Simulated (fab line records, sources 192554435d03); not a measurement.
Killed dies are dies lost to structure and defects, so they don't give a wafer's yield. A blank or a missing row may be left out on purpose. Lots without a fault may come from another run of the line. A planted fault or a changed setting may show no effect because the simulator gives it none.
Chamber matching | flow n5_finfet | N5_HKMG_FIN_STRIP_89 on rie_diel-04: 4 sister chambers
The step strips SOC in N2/H2, time 20 s. 16 wafers are shown with their chamber, then 8 later ones without.

WAFERS WITH THEIR CHAMBER
wafer  | chamber | drypump_motor_current_A (A) | throttle_valve_pct (%) | oes_product_au (a.u.)
L075.1 | 0       | 5.4                         | 18.8                   | 0.93
L075.4 | 1       | 5.1                         | 19.5                   | 0.67
L075.5 | 2       | 6.1                         | 18.7                   | 0.83
L076.2 | 3       | 6.0                         | 19.1                   | 0.69
L076.3 | 0       | 5.3                         | 18.8                   | 0.94
L076.5 | 3       | 6.0                         | 19.1                   | 0.70
L079.4 | 0       | 5.3                         | 18.8                   | 0.94
L079.5 | 2       | 6.1                         | 18.7                   | 0.83
L079.6 | 3       | 6.0                         | 19.1                   | 0.69
L080.2 | 2       | 6.1                         | 18.7                   | 0.83
L080.3 | 1       | 5.1                         | 19.1                   | 0.97
L080.6 | 0       | 5.4                         | 18.8                   | 0.91
L083.1 | 3       | 6.0                         | 19.1                   | 0.69
L083.4 | 2       | 6.1                         | 18.7                   | 0.82
L083.6 | 1       | 5.1                         | 19.1                   | 0.94
L088.1 | 0       | 5.4                         | 18.9                   | 0.90

SIGNATURES (means of the wafers above)
reading                 | chamber 0 | chamber 1 | chamber 2 | chamber 3 | scatter within a chamber
drypump_motor_current_A | 5.360     | 5.100     | 6.100     | 6.000     | 0.0316
throttle_valve_pct      | 18.820    | 19.233    | 18.700    | 19.100    | 0.0978
oes_product_au          | 0.9240    | 0.8600    | 0.8275    | 0.6925    | 0.0684
Rule: a wafer's distance from a chamber is the root of the sum, over the readings, of the square of ((its reading less the chamber's mean) divided by the reading's scatter). The wafer belongs to the nearest chamber; if the next one is less than 2 further off, it can't be placed. The scatter: the root of (the sum of the squares of (reading less its chamber's mean) over the shown wafers, divided by (wafers less chambers)).

WAFERS WITHOUT THEIR CHAMBER
wafer  | drypump_motor_current_A (A) | throttle_valve_pct (%) | oes_product_au (a.u.)
L088.4 | 6.1                         | 18.7                   | 0.82
L088.6 | 5.1                         | 19.1                   | 0.90
L091.2 | 5.3                         | 18.9                   | 0.87
L091.3 | 6.1                         | 18.7                   | 0.81
L091.4 | 5.0                         | 19.1                   | 0.88
L096.2 | 6.1                         | 18.7                   | 0.79
L096.4 | 5.1                         | 19.1                   | 0.86
L096.6 | 5.3                         | 18.9                   | 0.85

WHICH CHAMBER EACH WENT THROUGH
wafer  | from the rows above | in truth
L088.4 | 2                   | 2
L088.6 | 1                   | 1
L091.2 | 0                   | 0
L091.3 | 2                   | 2
L091.4 | 1                   | 1
L096.2 | 2                   | 2
L096.4 | 1                   | 1
L096.6 | 0                   | 0
Placed correctly: 8 of 8. Can't be placed from these rows: 0. Placed wrongly: 0.
